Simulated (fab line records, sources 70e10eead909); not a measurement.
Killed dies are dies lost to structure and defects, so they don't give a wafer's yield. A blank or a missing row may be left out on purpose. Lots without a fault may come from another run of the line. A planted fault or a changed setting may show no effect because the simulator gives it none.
Chamber matching | flow nand_harc | NHARC_HYBRID_BOND_ACTIVATE_00 on rie_diel-06: 4 sister chambers
The step chemistry N2, time 60 s. 8 wafers are shown with their chamber, then 9 later ones without.

WAFERS WITH THEIR CHAMBER
wafer  | chamber | drypump_motor_current_A (A) | rf_vpp_V (V)
L805.2 | 1       | 5.6                         | 63.5
L810.1 | 1       | 5.6                         | 64.2
L812.2 | 2       | 5.3                         | 63.8
L812.4 | 0       | 6.1                         | 64.2
L812.6 | 3       | 6.2                         | 64.0
L818.1 | 3       | 6.3                         | 65.1
L818.3 | 0       | 6.1                         | 64.6
L818.6 | 2       | 5.3                         | 62.5

WAFERS WITHOUT THEIR CHAMBER
wafer  | drypump_motor_current_A (A) | rf_vpp_V (V)
L820.3 | 5.6                         | 63.6
L820.4 | 5.3                         | 62.0
L820.6 | 6.2                         | 63.3
L821.1 | 5.3                         | 62.2
L821.3 | 6.2                         | 63.8
L821.5 | 5.6                         | 64.6
L824.2 | 5.3                         | 63.6
L824.5 | 5.3                         | 63.4
L824.6 | 5.7                         | 64.3

WHICH CHAMBER EACH WENT THROUGH
wafer  | from the rows above     | in truth
L820.3 | 1                       | 1
L820.4 | 2                       | 2
L820.6 | can't be placed: 3 or 0 | 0
L821.1 | 2                       | 2
L821.3 | can't be placed: 3 or 0 | 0
L821.5 | 1                       | 1
L824.2 | 2                       | 2
L824.5 | 2                       | 2
L824.6 | 1                       | 1
Placed correctly: 7 of 9. Can't be placed from these rows: 2 (the true chamber is among the candidates in 2). Placed wrongly: 0.
How it was worked out, from the rows above alone: a wafer's distance from a chamber is the root of the sum, over the readings, of the square of ((its reading less the chamber's mean) divided by the reading's scatter). The wafer belongs to the nearest chamber; if the next one is less than 2 further off, it can't be placed. A chamber's mean is the mean of its shown wafers. The scatter: the root of (the sum of the squares of (reading less its chamber's mean) over the shown wafers, divided by (wafers less chambers)).
